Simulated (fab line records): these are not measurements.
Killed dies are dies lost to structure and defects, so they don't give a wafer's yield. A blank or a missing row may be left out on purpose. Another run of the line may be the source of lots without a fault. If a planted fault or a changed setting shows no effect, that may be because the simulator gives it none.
Comparing a struck lot with a sound one / flow n5Finfet / 41 out of 1938 route steps
Sound: these wafers, L133.1, L133.2, L133.3. Wafers struck: L140.2, L140.5, L140.6. Last of all comes the cause.
At each step with rows: each side's tool, then ch and its chambers, then its first start. Under that, the readings that differ: sound wafers / struck wafers / difference of the means / sigmas: that difference in standard deviations of wafers without a fault.
alike: readings whose means differ by less than 2 such deviations, and words and numbers that are the same on both sides. not compared: withheld readings, readings that some wafer has no value for, bounds like >300 that may hide the same value, and numbers for which the record gives no deviation and whose values overlap.
A row with sigmas, a row that says differs or no value, or rows on one side alone: a step with any of these is where the two part. Numbers that don't overlap but have no deviation are shown without sigmas and don't part them. Lack of a reading on every wafer of one side parts them only where that side has two or more wafers.

first, 11 steps without rows for these wafers: N5_BEOL_M0_SAQP_MANDREL_ETCH_20 (etches a-Si in HBr/Cl2, stops on SiNx, target depth 60 nm, bt time 10 s, time 30 s); N5_BEOL_M0_SAQP_STRIP_86 (strips in N2/H2); N5_BEOL_M0_SAQP_STRIP_115 (strips in post etch residue remover, time 60 s); N5_BEOL_M0_SAQP_SRD_93 (time 30 s); N5_BEOL_M0_SAQP_RECESS_114 (chemistry HF/NH3, target SiO2, target depth 14.4 nm, afs cycles 3, sublimation time 60 s); N5_BEOL_M0_SAQP_SPACER1_ALD_98 (deposits SiO2, target thk 12.8 nm, pulse time 1 s, purge time 2 s); N5_BEOL_M0_SAQP_SPACER1_ETCHBACK_99 (etches SiO2 in CHF3/O2, target depth 15.4 nm, time 7.7 s); N5_BEOL_M0_SAQP_MANDREL1_REMOVE_100 (chemistry HBr/Cl2/O2, target a-Si, stops on SiNx, bt time 10 s); N5_BEOL_M0_SAQP_ETCH_101 (etches SiNx in CH3F/O2, target depth 29.9 nm, time 42.7 s); N5_BEOL_M0_SAQP_ETCH_102 (etches SiO2 in CF4, target depth 4 nm, time 4.4 s); N5_BEOL_M0_SAQP_MANDREL_ETCH_103 (etches a-Si in HBr/Cl2, stops on SiCN, target depth 45 nm, bt time 10 s, time 27 s).
N5_BEOL_M0_SAQP_RECESS_104: chemistry HF/NH3, target SiO2, target depth 18 nm, afs cycles 3, sublimation time 60 s.
  sound on vaporEtch-02 ch 0,1, day 5 19:47; struck on vaporEtch-02 ch 0,1, day 7 09:01
  alike: drypumpMotorCurrentA
then, 17 steps without rows for these wafers: N5_BEOL_M0_SAQP_COAT_105 (time 60 s, resist thk 100 nm); N5_BEOL_M0_SAQP_ETCH_106 (etches SOC in N2/H2, stops on SiNx, target depth 150 nm); N5_BEOL_M0_SAQP_ETCH_107 (etches SiNx in CH3F/O2, target depth 30 nm); N5_BEOL_M0_SAQP_STRIP_108 (strips in N2/H2); N5_BEOL_M0_SAQP_RECESS_109 (chemistry HF/NH3, target SiO2, target depth 3 nm, afs cycles 1, sublimation time 60 s); N5_BEOL_M0_SAQP_SPACER2_ALD_26 (deposits SiO2, target thk 15 nm, pulse time 1 s, purge time 2 s); N5_BEOL_M0_SAQP_SPACER2_ETCHBACK_27 (etches SiO2 in CHF3/O2, target depth 22.5 nm, time 11.25 s); N5_BEOL_M0_SAQP_MANDREL2_REMOVE_110 (chemistry HBr/Cl2/O2, target a-Si, stops on SiCN, bt time 10 s); N5_BEOL_M0_SAQP_COAT_69 (time 60 s, resist thk 90 nm); N5_BEOL_M0_SAQP_COAT_72 (time 60 s, resist thk 15 nm); N5_BEOL_M0_SAQP_COAT_87 (time 60 s, resist thk 5 nm); N5_BEOL_M0_SAQP_COAT_34 (resist thk 30 nm); N5_BEOL_M0_SAQP_EBR_36; N5_BEOL_M0_SAQP_SOFTBAKE_35 (time 60 s); N5_BEOL_M0_SAQP_EXPOSE_37 (exposes mask M0 CUT1, target cd 30 nm); N5_BEOL_M0_SAQP_PEB_38 (peb time 60 s); N5_BEOL_M0_SAQP_DEVELOP_39 (develop time 30 s).
N5_BEOL_M0_SAQP_INSPECT_42: inspects for defects (brightfield).
  sound: defectInspect-01 at day 5 21:40; struck: defectInspect-02 at day 7 10:59
reading=rawDefectCount; sound=239 278 235; struck=847 770 889; difference=+585; sigmas=+8
then, 8 steps without rows for these wafers: N5_BEOL_M0_SAQP_DESCUM_45 (chemistry O2, time 7 s); N5_BEOL_M0_SAQP_ETCH_88 (etches underlayer in N2/H2, target depth 6.5 nm, time 5.2 s); N5_BEOL_M0_SAQP_ETCH_73 (etches SiARC in CF4, target depth 19.5 nm, time 32.5 s); N5_BEOL_M0_SAQP_CUT_ETCH_46 (etches SOC in N2/H2, target depth 135 nm, overetch 27 nm, time 202.5 s); N5_BEOL_M0_SAQP_STRIP_74 (strips in N2/H2); N5_BEOL_M0_SAQP_STRIP_89 (strips in N2/H2); N5_BEOL_M0_SAQP_ALD_48 (deposits SiO2, target thk 20 nm, pulse time 1 s, co reactant pulse time 1 s); N5_BEOL_M0_SAQP_ETCH_49 (etches SiO2 in CF4/O2, target depth 37 nm).
N5_BEOL_M0_CUTY_INSPECT_59: inspects for defects (macro).
  sound: defectInspect-01 at day 5 22:56; struck: defectInspect-02 at day 7 12:41
reading=rawDefectCount; sound=2 3 0; struck=>300 >300 >300; difference=differs; sigmas=
-- record jumps: 3 days separate the struck wafers' starts on either side; left off in module BEOL_M0_CUTY, taken up again in module BEOL_M4, whose first shown step is the route's number 1111 --
N5_BEOL_M4_RC_MEAS_101:
  sound on prober-02 ch 0, day 8 16:25; struck on prober-02 ch 0, day 10 12:12
reading=IOFF_P (nA/um); sound=0.17 0.18 0.20; struck=0.24 0.28 0.24; difference=+0.07; sigmas=+2
  alike: DIBL_N, DIBL_P, IOFF_N, ION_N, ION_P, SS_N, SS_P, VT_N, VT_P
-- the record jumps here: 4 days lie between the struck wafers' starts before and after (it left off in module BEOL_M4 and takes up again in module PASSIVATION, whose first step shown is number 1936 of the route) --
N5_PASSIVATION_PROBE_49:
  only the struck wafers here have rows in the record (prober-01, day 14 20:22); the sound ones have none

WHERE THEY PART
Earliest at N5_BEOL_M0_SAQP_INSPECT_42; latest, in this record, at N5_PASSIVATION_PROBE_49.

WHY: what had been put in by the simulator
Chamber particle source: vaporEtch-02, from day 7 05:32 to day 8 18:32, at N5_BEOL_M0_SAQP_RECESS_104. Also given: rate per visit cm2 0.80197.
